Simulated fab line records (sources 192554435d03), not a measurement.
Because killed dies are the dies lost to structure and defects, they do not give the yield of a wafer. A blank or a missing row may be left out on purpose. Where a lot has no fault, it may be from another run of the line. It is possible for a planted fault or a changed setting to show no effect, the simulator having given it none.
Matching of chambers -- flow n5_finfet -- 4 sister chambers for N5_WELL_APT_DESCUM_30 on rie_diel-03
The step chemistry O2, time 7.9 s. 8 wafers are shown with their chamber, then 6 later ones without.

## EACH WAFER AND ITS CHAMBER
wafer,chamber,drypump_motor_current_A (A),showerhead_plenum_p_Torr (Torr)
L077.1,0,5.5,2.01
L079.4,3,5.9,2.26
L085.1,2,6.1,2.07
L085.2,3,5.9,2.25
L085.3,1,5.3,2.17
L087.3,1,5.3,2.17
L087.4,0,5.6,2.00
L087.5,2,6.1,2.07

## WAFERS WITHOUT THEIR CHAMBER
wafer,drypump_motor_current_A (A),showerhead_plenum_p_Torr (Torr)
L089.1,6.1,2.07
L089.2,5.3,2.17
L089.6,5.3,2.17
L092.1,5.9,2.25
L092.2,6.1,2.07
L092.5,5.3,2.17

## WHICH CHAMBER EACH WENT THROUGH
wafer,from the rows above,in truth
L089.1,2,2
L089.2,1,1
L089.6,1,1
L092.1,3,3
L092.2,2,2
L092.5,1,1
Placed correctly: 6 of 6. Not placeable from these rows: 0. Wrongly placed: 0.
How it was worked out, from the rows above alone: a wafer's distance from a chamber is the root of the sum, over the readings, of the square of ((its reading less the chamber's mean) divided by the reading's scatter). If the next closest chamber is less than 2 further off than the closest, the wafer can't be placed; otherwise it belongs to the closest. For every chamber, the mean is computed from those of its wafers that are shown. The scatter: take each reading less its chamber's mean, square it, sum over the shown wafers, divide by the number of wafers less the number of chambers, and take the root.
